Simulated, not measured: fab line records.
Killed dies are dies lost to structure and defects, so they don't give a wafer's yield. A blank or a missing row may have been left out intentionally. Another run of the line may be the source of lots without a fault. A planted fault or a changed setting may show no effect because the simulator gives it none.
Chamber matching	flow n5 finfet	rie diel-02 running N5_BEOL_M1_ETCH_69: 4 sister chambers
The step etches SiARC in CF4, target depth 15.6 nm, time 26 s. 24 wafers are shown with their chamber, then 12 later ones without.

== WAFERS PAIRED WITH THEIR CHAMBERS ==
wafer	chamber	showerhead plenum p Torr (Torr)	drypump motor current A (A)	throttle valve pct (%)
L075.1	3	2.18	5.3	15.51
L075.4	1	2.05	5.6	15.79
L075.6	2	2.15	5.9	15.68
L076.2	1	2.05	5.6	15.80
L076.5	3	2.18	5.4	15.51
L076.6	2	2.15	5.9	15.67
L077.1	3	2.18	5.3	15.51
L077.4	0	2.20	5.6	15.68
L077.6	1	2.05	5.6	15.80
L079.1	3	2.18	5.4	15.53
L079.2	1	2.05	5.6	15.81
L079.3	2	2.14	5.9	15.68
L081.1	3	2.18	5.3	15.53
L081.5	1	2.05	5.6	15.83
L081.6	0	2.20	5.6	15.21
L082.1	1	2.05	5.6	15.83
L082.5	2	2.14	5.9	15.70
L082.6	3	2.18	5.4	15.53
L083.2	3	2.18	5.3	15.54
L083.3	0	2.20	5.6	15.23
L083.4	1	2.05	5.6	15.83
L084.1	0	2.20	5.6	15.22
L084.2	1	2.05	5.6	15.83
L084.3	3	2.18	5.4	15.53

SIGNATURES, as means of the wafers listed above
reading	chamber 0	chamber 1	chamber 2	chamber 3	scatter within a chamber
showerhead plenum p Torr	2.2000	2.0500	2.1450	2.1800	0.00224
drypump motor current A	5.600	5.600	5.900	5.350	0.0316
throttle valve pct	15.3350	15.8150	15.6825	15.5237	0.0901
Rule: for each reading, subtract the chamber's mean from the wafer's reading, divide by that reading's scatter and square the result; add these up over the readings and take the root, which gives the wafer's distance from the chamber. If the next closest chamber is less than 2 further off than the closest, the wafer can't be placed; otherwise it belongs to the closest. The scatter: the root of (the sum of the squares of (reading less its chamber's mean) over the shown wafers, divided by (wafers less chambers)).

== WAFERS WITHOUT THEIR CHAMBER ==
wafer	showerhead plenum p Torr (Torr)	drypump motor current A (A)	throttle valve pct (%)
L088.1	2.18	5.4	15.54
L088.2	2.14	5.9	15.71
L088.5	2.20	5.6	15.25
L092.1	2.19	5.6	15.24
L092.4	2.14	5.9	15.72
L092.6	2.19	5.6	15.24
L094.1	2.17	5.4	15.56
L094.2	2.19	5.6	15.24
L094.5	2.14	5.9	15.73
L093.3	2.19	5.6	15.24
L093.4	2.17	5.4	15.57
L093.5	2.17	5.4	15.56

== CHAMBER TAKEN BY EACH ==
wafer	from the rows above	in truth
L088.1	3	3
L088.2	2	2
L088.5	0	0
L092.1	0	0
L092.4	2	2
L092.6	0	0
L094.1	3	3
L094.2	0	0
L094.5	2	2
L093.3	0	0
L093.4	3	3
L093.5	3	3
Correct placement for 12 of the 12. From these rows, 0 cannot be placed. 0 placed wrongly.
